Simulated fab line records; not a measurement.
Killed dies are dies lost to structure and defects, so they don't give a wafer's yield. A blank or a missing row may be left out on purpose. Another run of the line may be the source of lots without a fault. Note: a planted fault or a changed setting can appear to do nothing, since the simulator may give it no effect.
Chamber matching + flow nand-harc + NHARC_A_M1_PRE_CLEAN_32 on pecvd-02 has 3 sister chambers
The step time 12 s. 6 wafers are shown with their chamber, then 7 later ones without.

== EACH WAFER AND ITS CHAMBER ==
| wafer  | chamber | heater-power-w (W) | heater-power-outer-w (W) |
|--------|---------|--------------------|--------------------------|
| L075.3 | 2       | 541                | 306                      |
| L075.4 | 2       | 525                | 311                      |
| L083.2 | 1       | 660                | 405                      |
| L083.4 | 0       | 629                | 355                      |
| L084.3 | 1       | 589                | 353                      |
| L084.5 | 0       | 756                | 443                      |

== WAFERS WHOSE CHAMBER IS MISSING ==
| wafer  | heater-power-w (W) | heater-power-outer-w (W) |
|--------|--------------------|--------------------------|
| L084.6 | 632                | 362                      |
| L085.1 | 625                | 383                      |
| L085.2 | 760                | 452                      |
| L085.6 | 624                | 386                      |
| L094.1 | 630                | 356                      |
| L094.2 | 674                | 413                      |
| L094.5 | 651                | 406                      |

== THE CHAMBER EACH PASSED THROUGH ==
| wafer  | from the rows above          | in truth |
|--------|------------------------------|----------|
| L084.6 | can't be placed: 1 or 0 or 2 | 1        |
| L085.1 | can't be placed: 1 or 0      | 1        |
| L085.2 | can't be placed: 0 or 1      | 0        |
| L085.6 | can't be placed: 1 or 0      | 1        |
| L094.1 | can't be placed: 1 or 0 or 2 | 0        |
| L094.2 | can't be placed: 0 or 1      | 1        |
| L094.5 | can't be placed: 0 or 1      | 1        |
Placed correctly: 0 of 7. Unplaceable from these rows: 7, with the true chamber sitting among the candidates in 7. 0 placed wrongly.
How it was worked out, from the rows above alone: a wafer's distance from a chamber is the root of the sum, over the readings, of the square of ((its reading less the chamber's mean) divided by the reading's scatter). The wafer belongs to the nearest chamber; if the next one is less than 2 further off, it can't be placed. For every chamber, the mean is computed from those of its wafers that are shown. How the scatter is found: for the shown wafers, subtract from each reading the mean of its chamber, square and add these, divide the total by (wafers less chambers), then take the root.
